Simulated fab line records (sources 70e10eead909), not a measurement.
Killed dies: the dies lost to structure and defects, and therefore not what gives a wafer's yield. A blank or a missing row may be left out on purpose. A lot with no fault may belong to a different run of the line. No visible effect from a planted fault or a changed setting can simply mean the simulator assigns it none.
Which tool is to blame? || flow nand harc || 42 wafers from 14 lots sampled at 4 of the route's 1302 steps

WHAT THE GAUGES SHOWED, per wafer
NHARC_A_ONON_D1_THK_MEAS_24: measures by ellipsometry. Usual: thk nm at 996 nm, with a standard deviation of 10.
{"lot": "L231", "measured": "day 8 06:26", "on": "film metro-01", "thk nm (nm)": "968 966 964", "flag": ""}
{"lot": "L232", "measured": "day 8 19:03", "on": "film metro-01", "thk nm (nm)": "987 987 986", "flag": ""}
{"lot": "L233", "measured": "day 9 02:55", "on": "film metro-02", "thk nm (nm)": "991 993 993", "flag": ""}
{"lot": "L236", "measured": "day 10 13:19", "on": "film metro-01", "thk nm (nm)": "982 1138 982", "flag": "OFF"}
{"lot": "L239", "measured": "day 11 16:44", "on": "film metro-02", "thk nm (nm)": "1000 1153 1001", "flag": "OFF"}
{"lot": "L246", "measured": "day 14 10:40", "on": "film metro-01", "thk nm (nm)": "993 990 991", "flag": ""}
{"lot": "L245", "measured": "day 14 10:32", "on": "film metro-01", "thk nm (nm)": "985 986 984", "flag": ""}
{"lot": "L247", "measured": "day 15 06:04", "on": "film metro-02", "thk nm (nm)": "994 995 994", "flag": ""}
{"lot": "L249", "measured": "day 15 21:02", "on": "film metro-01", "thk nm (nm)": "1003 1005 1002", "flag": ""}
{"lot": "L248", "measured": "day 15 21:02", "on": "film metro-02", "thk nm (nm)": "996 995 996", "flag": ""}
{"lot": "L250", "measured": "day 16 04:08", "on": "film metro-02", "thk nm (nm)": "1006 1005 1005", "flag": ""}
{"lot": "L251", "measured": "day 16 16:26", "on": "film metro-01", "thk nm (nm)": "1008 1007 1006", "flag": ""}
{"lot": "L252", "measured": "day 16 16:26", "on": "film metro-01", "thk nm (nm)": "1012 1012 1012", "flag": ""}
{"lot": "L253", "measured": "day 17 11:41", "on": "film metro-02", "thk nm (nm)": "999 998 998", "flag": ""}

NHARC_A_CHANNEL_HOLE_D1_OVL_MEAS_11. Usual: overlay x nm 0.2 nm, standard deviation 0.76; overlay y nm 0.0 nm, standard deviation 0.87.
{"lot": "L231", "measured": "day 8 12:11", "on": "overlay-02", "overlay x nm (nm)": "-0.4 -0.2 -0.6", "overlay y nm (nm)": "-1.3 -1.4 -1.0", "flag": ""}
{"lot": "L232", "measured": "day 8 23:30", "on": "overlay-02", "overlay x nm (nm)": "-0.5 -1.0 -1.3", "overlay y nm (nm)": "0.5 0.2 0.4", "flag": ""}
{"lot": "L233", "measured": "day 9 11:16", "on": "overlay-01", "overlay x nm (nm)": "-0.3 -0.5 -0.2", "overlay y nm (nm)": "1.3 0.5 0.2", "flag": ""}
{"lot": "L236", "measured": "day 10 17:58", "on": "overlay-01", "overlay x nm (nm)": "-1.0 -1.4 -0.4", "overlay y nm (nm)": "-1.1 -0.8 -1.0", "flag": ""}
{"lot": "L239", "measured": "day 11 23:28", "on": "overlay-02", "overlay x nm (nm)": "-0.1 -0.3 -0.2", "overlay y nm (nm)": "-0.7 -0.3 -0.8", "flag": ""}
{"lot": "L246", "measured": "day 14 15:22", "on": "overlay-01", "overlay x nm (nm)": "0.5 0.9 1.1", "overlay y nm (nm)": "-0.5 -0.4 -0.4", "flag": ""}
{"lot": "L245", "measured": "day 14 14:59", "on": "overlay-02", "overlay x nm (nm)": "0.5 0.6 0.8", "overlay y nm (nm)": "-0.1 0.1 -0.1", "flag": ""}
{"lot": "L247", "measured": "day 15 10:34", "on": "overlay-02", "overlay x nm (nm)": "-0.3 -0.6 -0.2", "overlay y nm (nm)": "-0.2 0.2 0.5", "flag": ""}
{"lot": "L249", "measured": "day 16 02:31", "on": "overlay-02", "overlay x nm (nm)": "0.5 1.3 0.4", "overlay y nm (nm)": "-0.1 -0.6 -0.4", "flag": ""}
{"lot": "L248", "measured": "day 16 01:22", "on": "overlay-01", "overlay x nm (nm)": "0.4 -0.2 0.0", "overlay y nm (nm)": "0.5 0.5 0.8", "flag": ""}
{"lot": "L250", "measured": "day 16 09:53", "on": "overlay-02", "overlay x nm (nm)": "0.1 0.1 0.1", "overlay y nm (nm)": "-0.5 -0.9 -0.2", "flag": ""}
{"lot": "L251", "measured": "day 17 00:54", "on": "overlay-01", "overlay x nm (nm)": "0.1 0.8 0.4", "overlay y nm (nm)": "1.4 0.9 0.9", "flag": ""}
{"lot": "L252", "measured": "day 17 02:10", "on": "overlay-01", "overlay x nm (nm)": "0.5 0.2 0.2", "overlay y nm (nm)": "-0.2 -0.2 -0.4", "flag": ""}
{"lot": "L253", "measured": "day 17 16:10", "on": "overlay-02", "overlay x nm (nm)": "1.7 1.7 1.7", "overlay y nm (nm)": "2.1 1.5 1.9", "flag": ""}

TOOL THAT RAN EACH LOT (tool first, then ch and the chambers of the sampled wafers, then the start)
{"lot": "L231", "NHARC_P_BONDPAD_ETCH_37": "rie diel-12 ch 0,1,2, day 6 14:41", "NHARC_A_ONON_D1_DEP_22": "pecvd onon-04 ch 0, day 8 05:55"}
{"lot": "L232", "NHARC_P_BONDPAD_ETCH_37": "rie diel-11 ch 1,2,3, day 7 02:56", "NHARC_A_ONON_D1_DEP_22": "pecvd onon-03 ch 0, day 8 18:33"}
{"lot": "L233", "NHARC_P_BONDPAD_ETCH_37": "rie diel-09 ch 0,2,3, day 7 12:15", "NHARC_A_ONON_D1_DEP_22": "pecvd onon-01 ch 0, day 9 02:28"}
{"lot": "L236", "NHARC_P_BONDPAD_ETCH_37": "rie diel-11 ch 1,2,3, day 8 20:56", "NHARC_A_ONON_D1_DEP_22": "pecvd onon-04 ch 0, day 10 12:56"}
{"lot": "L239", "NHARC_P_BONDPAD_ETCH_37": "rie diel-11 ch 1,2,3, day 10 00:44", "NHARC_A_ONON_D1_DEP_22": "pecvd onon-04 ch 0, day 11 16:13"}
{"lot": "L246", "NHARC_P_BONDPAD_ETCH_37": "rie diel-09 ch 1,2,3, day 12 17:32", "NHARC_A_ONON_D1_DEP_22": "pecvd onon-03 ch 0, day 14 10:16"}
{"lot": "L245", "NHARC_P_BONDPAD_ETCH_37": "rie diel-11 ch 0,1, day 12 18:12", "NHARC_A_ONON_D1_DEP_22": "pecvd onon-01 ch 0, day 14 10:08"}
{"lot": "L247", "NHARC_P_BONDPAD_ETCH_37": "rie diel-09 ch 0,1,2, day 13 10:29", "NHARC_A_ONON_D1_DEP_22": "pecvd onon-03 ch 0, day 15 05:33"}
{"lot": "L249", "NHARC_P_BONDPAD_ETCH_37": "rie diel-12 ch 0,1,3, day 14 00:31", "NHARC_A_ONON_D1_DEP_22": "pecvd onon-04 ch 0, day 15 20:38"}
{"lot": "L248", "NHARC_P_BONDPAD_ETCH_37": "rie diel-11 ch 0,1,2, day 14 08:02", "NHARC_A_ONON_D1_DEP_22": "pecvd onon-01 ch 0, day 15 20:35"}
{"lot": "L250", "NHARC_P_BONDPAD_ETCH_37": "rie diel-11 ch 0,1,3, day 14 14:56", "NHARC_A_ONON_D1_DEP_22": "pecvd onon-01 ch 0, day 16 03:41"}
{"lot": "L251", "NHARC_P_BONDPAD_ETCH_37": "rie diel-09 ch 0,1,3, day 14 23:27", "NHARC_A_ONON_D1_DEP_22": "pecvd onon-03 ch 0, day 16 15:55"}
{"lot": "L252", "NHARC_P_BONDPAD_ETCH_37": "rie diel-11 ch 2,3, day 15 03:12", "NHARC_A_ONON_D1_DEP_22": "pecvd onon-04 ch 0, day 16 16:03"}
{"lot": "L253", "NHARC_P_BONDPAD_ETCH_37": "rie diel-09 ch 0,2,3, day 15 22:11", "NHARC_A_ONON_D1_DEP_22": "pecvd onon-04 ch 0, day 17 11:11"}
- NHARC_P_BONDPAD_ETCH_37: etches the open film in N2/H2, target depth 60 nm, overetch 18 nm, time 65.91 s.
- NHARC_A_ONON_D1_DEP_22: target thk 1000 nm.

WHAT THE TOOLS THEMSELVES READ (means of the sampled wafers that have a number; where no wafer has one, the mark that the record gives instead)
NHARC_P_BONDPAD_ETCH_37. Usual: drypump motor current A 5.9 A, standard deviation 0.5; oes product au 0.997 a.u., standard deviation 0.012; rf vpp V 429.9 V, standard deviation 2.3; showerhead plenum p Torr 2.02 Torr, standard deviation 0.079; throttle valve pct 14.172 %, standard deviation 0.0096.
{"lot": "L231", "tool": "rie diel-12", "drypump motor current A (A)": 5.8, "oes product au (a.u.)": 0.987, "rf vpp V (V)": 429.4, "showerhead plenum p Torr (Torr)": 1.99, "throttle valve pct (%)": 14.168, "flag": ""}
{"lot": "L232", "tool": "rie diel-11", "drypump motor current A (A)": 5.8, "oes product au (a.u.)": 0.997, "rf vpp V (V)": 429.9, "showerhead plenum p Torr (Torr)": 2.05, "throttle valve pct (%)": 14.169, "flag": ""}
{"lot": "L233", "tool": "rie diel-09", "drypump motor current A (A)": 6.1, "oes product au (a.u.)": 1.011, "rf vpp V (V)": 430.6, "showerhead plenum p Torr (Torr)": 2.00, "throttle valve pct (%)": 14.171, "flag": ""}
{"lot": "L236", "tool": "rie diel-11", "drypump motor current A (A)": 5.8, "oes product au (a.u.)": 0.985, "rf vpp V (V)": 430.8, "showerhead plenum p Torr (Torr)": 2.05, "throttle valve pct (%)": 14.179, "flag": ""}
{"lot": "L239", "tool": "rie diel-11", "drypump motor current A (A)": 5.8, "oes product au (a.u.)": 0.990, "rf vpp V (V)": 432.0, "showerhead plenum p Torr (Torr)": 2.05, "throttle valve pct (%)": 14.174, "flag": ""}
{"lot": "L246", "tool": "rie diel-09", "drypump motor current A (A)": 6.1, "oes product au (a.u.)": 0.995, "rf vpp V (V)": 429.1, "showerhead plenum p Torr (Torr)": 2.02, "throttle valve pct (%)": 14.173, "flag": ""}
{"lot": "L245", "tool": "rie diel-11", "drypump motor current A (A)": 5.6, "oes product au (a.u.)": 0.988, "rf vpp V (V)": 428.1, "showerhead plenum p Torr (Torr)": 1.97, "throttle valve pct (%)": 14.170, "flag": ""}
{"lot": "L247", "tool": "rie diel-09", "drypump motor current A (A)": 5.8, "oes product au (a.u.)": 1.005, "rf vpp V (V)": 431.0, "showerhead plenum p Torr (Torr)": 2.03, "throttle valve pct (%)": 14.177, "flag": ""}
{"lot": "L249", "tool": "rie diel-12", "drypump motor current A (A)": 6.0, "oes product au (a.u.)": 1.016, "rf vpp V (V)": 429.0, "showerhead plenum p Torr (Torr)": 1.99, "throttle valve pct (%)": 14.184, "flag": ""}
{"lot": "L248", "tool": "rie diel-11", "drypump motor current A (A)": 5.8, "oes product au (a.u.)": 0.988, "rf vpp V (V)": 429.5, "showerhead plenum p Torr (Torr)": 2.04, "throttle valve pct (%)": 14.177, "flag": ""}
{"lot": "L250", "tool": "rie diel-11", "drypump motor current A (A)": 5.6, "oes product au (a.u.)": 0.992, "rf vpp V (V)": 429.1, "showerhead plenum p Torr (Torr)": 1.98, "throttle valve pct (%)": 14.180, "flag": ""}
{"lot": "L251", "tool": "rie diel-09", "drypump motor current A (A)": 5.6, "oes product au (a.u.)": 1.001, "rf vpp V (V)": 432.1, "showerhead plenum p Torr (Torr)": 2.06, "throttle valve pct (%)": 14.171, "flag": ""}
{"lot": "L252", "tool": "rie diel-11", "drypump motor current A (A)": 5.7, "oes product au (a.u.)": 1.006, "rf vpp V (V)": 429.8, "showerhead plenum p Torr (Torr)": 2.01, "throttle valve pct (%)": 14.172, "flag": ""}
{"lot": "L253", "tool": "rie diel-09", "drypump motor current A (A)": 6.1, "oes product au (a.u.)": 1.002, "rf vpp V (V)": 429.7, "showerhead plenum p Torr (Torr)": 2.00, "throttle valve pct (%)": 14.176, "flag": ""}

NHARC_A_ONON_D1_DEP_22. Usual: susceptor temp C at 399.98 C, with a standard deviation of 0.2.
{"lot": "L231", "tool": "pecvd onon-04", "susceptor temp C (C)": 399.81, "flag": ""}
{"lot": "L232", "tool": "pecvd onon-03", "susceptor temp C (C)": 400.02, "flag": ""}
{"lot": "L233", "tool": "pecvd onon-01", "susceptor temp C (C)": 400.12, "flag": ""}
{"lot": "L236", "tool": "pecvd onon-04", "susceptor temp C (C)": 400.15, "flag": ""}
{"lot": "L239", "tool": "pecvd onon-04", "susceptor temp C (C)": 400.21, "flag": ""}
{"lot": "L246", "tool": "pecvd onon-03", "susceptor temp C (C)": 400.02, "flag": ""}
{"lot": "L245", "tool": "pecvd onon-01", "susceptor temp C (C)": 399.82, "flag": ""}
{"lot": "L247", "tool": "pecvd onon-03", "susceptor temp C (C)": 400.18, "flag": ""}
{"lot": "L249", "tool": "pecvd onon-04", "susceptor temp C (C)": 400.05, "flag": ""}
{"lot": "L248", "tool": "pecvd onon-01", "susceptor temp C (C)": 399.87, "flag": ""}
{"lot": "L250", "tool": "pecvd onon-01", "susceptor temp C (C)": 399.73, "flag": ""}
{"lot": "L251", "tool": "pecvd onon-03", "susceptor temp C (C)": 399.84, "flag": ""}
{"lot": "L252", "tool": "pecvd onon-04", "susceptor temp C (C)": 400.11, "flag": ""}
{"lot": "L253", "tool": "pecvd onon-04", "susceptor temp C (C)": 399.92, "flag": ""}

THE ANSWER, worked out from the rows above alone
Rule: a lot is off if the mean of its wafers that have a number lies more than 3 standard deviations from the usual mean. A lot without any number at a reading at which 4 lots or more have one is off too. Any other lot the step has rows for is counted as sound. The gauges are gone through in route order, then the tools' own readings, and for those a lot's mean is taken as printed above. The first step at which some lot is off is used, and at that step the reading that is off furthest; a lot without a number counts as furthest.
Off: L236, L239, at NHARC_A_ONON_D1_THK_MEAS_24 (thk nm).
If a tool, at a process step before that reading, ran all the lots that are off and no sound lot after the first of them, it fits. Those tools and the gauges at NHARC_A_ONON_D1_THK_MEAS_24 are tried in the same way. Of those tried, none fits.

WHAT THE SIMULATOR HAD INSERTED
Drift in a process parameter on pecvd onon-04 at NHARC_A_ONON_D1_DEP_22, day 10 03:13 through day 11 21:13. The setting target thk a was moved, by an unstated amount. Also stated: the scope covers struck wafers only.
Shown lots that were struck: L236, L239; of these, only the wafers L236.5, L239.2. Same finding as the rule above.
